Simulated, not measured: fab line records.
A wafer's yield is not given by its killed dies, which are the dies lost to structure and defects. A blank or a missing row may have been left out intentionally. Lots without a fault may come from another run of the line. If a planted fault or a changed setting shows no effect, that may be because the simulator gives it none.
Chamber matching + flow n5 finfet + N5_STI_FIN_REVEAL_STRIP_24 on rie diel-03: 4 sister chambers
The step strips in N2/H2, time 90 s. 4 wafers are shown with their chamber, then 7 later ones without.

WAFERS PAIRED WITH THEIR CHAMBERS
| wafer  | chamber | showerhead plenum p Torr (Torr) |
|--------|---------|---------------------------------|
| L081.5 | 3       | 3.55                            |
| L082.1 | 0       | 3.24                            |
| L082.3 | 2       | 3.19                            |
| L089.5 | 1       | 3.50                            |

WAFERS WITHOUT THEIR CHAMBER
| wafer  | showerhead plenum p Torr (Torr) |
|--------|---------------------------------|
| L089.6 | 3.54                            |
| L093.1 | 3.54                            |
| L093.2 | 3.23                            |
| L093.4 | 3.49                            |
| L094.1 | 3.54                            |
| L094.5 | 3.59                            |
| L094.6 | 3.49                            |

CHAMBER TAKEN BY EACH
| wafer  | from the rows above     | in truth                   |
|--------|-------------------------|----------------------------|
| L089.6 | can't be placed: 3 or 1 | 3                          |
| L093.1 | can't be placed: 3 or 1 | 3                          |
| L093.2 | can't be placed: 0 or 2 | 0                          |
| L093.4 | 1                       | 1                          |
| L094.1 | can't be placed: 3 or 1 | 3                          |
| L094.5 | 3                       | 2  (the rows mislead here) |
| L094.6 | 1                       | 1                          |
2 of 7 placed correctly. Cannot be placed on the basis of these rows: 4; the candidates contain the true chamber in 4. Placed wrongly: 1.
How it was worked out, from the rows above alone: a wafer's distance from a chamber is the root of the sum, over the readings, of the square of ((its reading less the chamber's mean) divided by the reading's scatter). The wafer belongs to the nearest chamber; if the next one is less than 2 further off, it can't be placed. For every chamber, the mean is computed from those of its wafers that are shown. The scatter: with one shown wafer a chamber, the root of the mean of the squares of how far each hidden wafer lies from its nearest shown one.
